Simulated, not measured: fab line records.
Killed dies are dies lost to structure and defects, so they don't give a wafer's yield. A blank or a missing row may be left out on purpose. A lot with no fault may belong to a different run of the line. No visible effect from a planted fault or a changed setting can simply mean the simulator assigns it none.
Matching of chambers | flow n5-finfet | N5_BEOL_M15_DESCUM_15 on rie-diel-02: 4 sister chambers
The step chemistry O2, time 7.9 s. 8 wafers are shown with their chamber, then 11 later ones without.

EACH WAFER AND ITS CHAMBER
wafer  | chamber | drypump-motor-current-A (A) | showerhead-plenum-p-Torr (Torr)
L078.3 | 3       | 5.9                         | 1.99
L087.2 | 3       | 5.9                         | 1.98
L087.4 | 1       | 6.1                         | 2.16
L085.2 | 1       | 6.2                         | 2.16
L091.2 | 2       | 4.9                         | 2.05
L091.4 | 2       | 4.9                         | 2.05
L091.5 | 0       | 5.7                         | 2.07
L089.2 | 0       | 5.7                         | 2.07

WAFERS WITH NO CHAMBER GIVEN
wafer  | drypump-motor-current-A (A) | showerhead-plenum-p-Torr (Torr)
L089.3 | 5.0                         | 2.05
L089.6 | 6.1                         | 2.15
L095.2 | 4.9                         | 2.04
L095.3 | 6.1                         | 2.15
L095.5 | 5.0                         | 2.04
L094.1 | 5.9                         | 2.24
L094.2 | 5.7                         | 2.07
L094.5 | 6.2                         | 2.15
L097.2 | 5.9                         | 2.24
L097.3 | 4.9                         | 2.04
L097.6 | 4.9                         | 2.04

WHICH CHAMBER EACH WENT THROUGH
wafer  | from the rows above | in truth
L089.3 | 2                   | 2
L089.6 | 1                   | 1
L095.2 | 2                   | 2
L095.3 | 1                   | 1
L095.5 | 2                   | 2
L094.1 | 1                   | 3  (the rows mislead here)
L094.2 | 0                   | 0
L094.5 | 1                   | 1
L097.2 | 1                   | 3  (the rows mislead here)
L097.3 | 2                   | 2
L097.6 | 2                   | 2
Correctly placed: 9 of 11. Left unplaced by these rows: 0. Placed wrongly: 2.
How it was worked out, from the rows above alone: a wafer's distance from a chamber is the root of the sum, over the readings, of the square of ((its reading less the chamber's mean) divided by the reading's scatter). If the next closest chamber is less than 2 further off than the closest, the wafer can't be placed; otherwise it belongs to the closest. A chamber's mean is the mean of its shown wafers. How the scatter is found: for the shown wafers, subtract from each reading the mean of its chamber, square and add these, divide the total by (wafers less chambers), then take the root.
